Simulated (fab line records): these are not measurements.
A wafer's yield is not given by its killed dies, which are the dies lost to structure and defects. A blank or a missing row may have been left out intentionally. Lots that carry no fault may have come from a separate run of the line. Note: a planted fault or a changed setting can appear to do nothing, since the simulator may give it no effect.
A lot that was struck, set against a sound lot -- flow nand_harc -- 15 out of 1159 route steps
Sound: these wafers, L124.1, L124.2, L124.6. Struck: wafers L122.2, L122.5. At the end, the cause is stated.
Each step with rows lists, per side, the tool, then ch with its chambers, then its first start. Under that, the readings that differ: sound wafers -- struck wafers -- difference of the means -- sigmas: that difference in standard deviations of wafers without a fault.
alike: words and numbers the same on both sides, and readings whose means are apart by under 2 such deviations; not compared: readings that were withheld, readings missing a value for some wafer, numbers with overlapping values and no deviation given by the record, and bounds like >300 which may hide the same value.
The two part at a step that has a row with sigmas, a row that says differs or no value, or rows on one side only. When numbers do not overlap yet have no deviation, they are printed without sigmas and do not part them. Lack of a reading on every wafer of one side parts them only where that side has two or more wafers.

NHARC_P_START_INSPECT_01:
  sound: defect_inspect-01 at day 5 18:02; struck: defect_inspect-01 at day 5 06:03
  alike: raw_defect_count
then, 7 steps without rows for these wafers: NHARC_P_ZERO_WELL_PRECLEAN_00 (cleans in SPM, time 600 s); NHARC_P_ZERO_WELL_SRD_01; NHARC_P_ZERO_WELL_PECVD_02 (deposits SiO2, target thk 10 nm); NHARC_P_ZERO_WELL_DEHYDRATE_03 (time 120 s); NHARC_P_ZERO_WELL_HMDS_04 (time 30 s); NHARC_P_ZERO_WELL_COAT_64 (time 65 s); NHARC_P_ZERO_WELL_COAT_05 (resist thk 600 nm).
NHARC_P_ZERO_WELL_SOFTBAKE_06: time 70 s.
  sound on litho_track-05 ch 0, day 5 19:00; struck on litho_track-07 ch 0, day 5 06:00
reading,sound,struck,difference,sigmas
heater_power_total_W (W),200.8 201.5 202.4,337.5 336.5,+135.4,+99 or more
plate_temp_C (C),125.07 124.71 124.98,- -,no value on the struck wafers,
  alike: chill_plate_temp_C
then, 4 steps without rows for these wafers: NHARC_P_ZERO_WELL_EBR_07; NHARC_P_ZERO_WELL_EXPOSE_08 (exposes mask P ZERO, target cd 500 nm); NHARC_P_ZERO_WELL_PEB_09 (peb time 80 s); NHARC_P_ZERO_WELL_DEVELOP_10 (time 50 s).
NHARC_P_ZERO_WELL_CD_MEAS_11 targets a cd of 500 nm.
  sound on cd_sem-02 ch 0, day 5 19:44; struck on cd_sem-03 ch 0, day 5 07:15
reading,sound,struck,difference,sigmas
cd_nm (nm),499.6 502.6 500.7,493.6 492.3,-8.0,-5
then, 1 step without rows for these wafers: NHARC_P_ZERO_WELL_HARDBAKE_12 (time 65 s).

== WHERE THEY PART ==
First at NHARC_P_ZERO_WELL_SOFTBAKE_06; last, within this record, at NHARC_P_ZERO_WELL_CD_MEAS_11.

WHY: whatever the simulator had introduced
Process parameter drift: litho_track-07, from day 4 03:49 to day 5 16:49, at NHARC_P_ZERO_WELL_SOFTBAKE_06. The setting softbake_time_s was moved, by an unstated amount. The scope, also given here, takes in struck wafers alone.
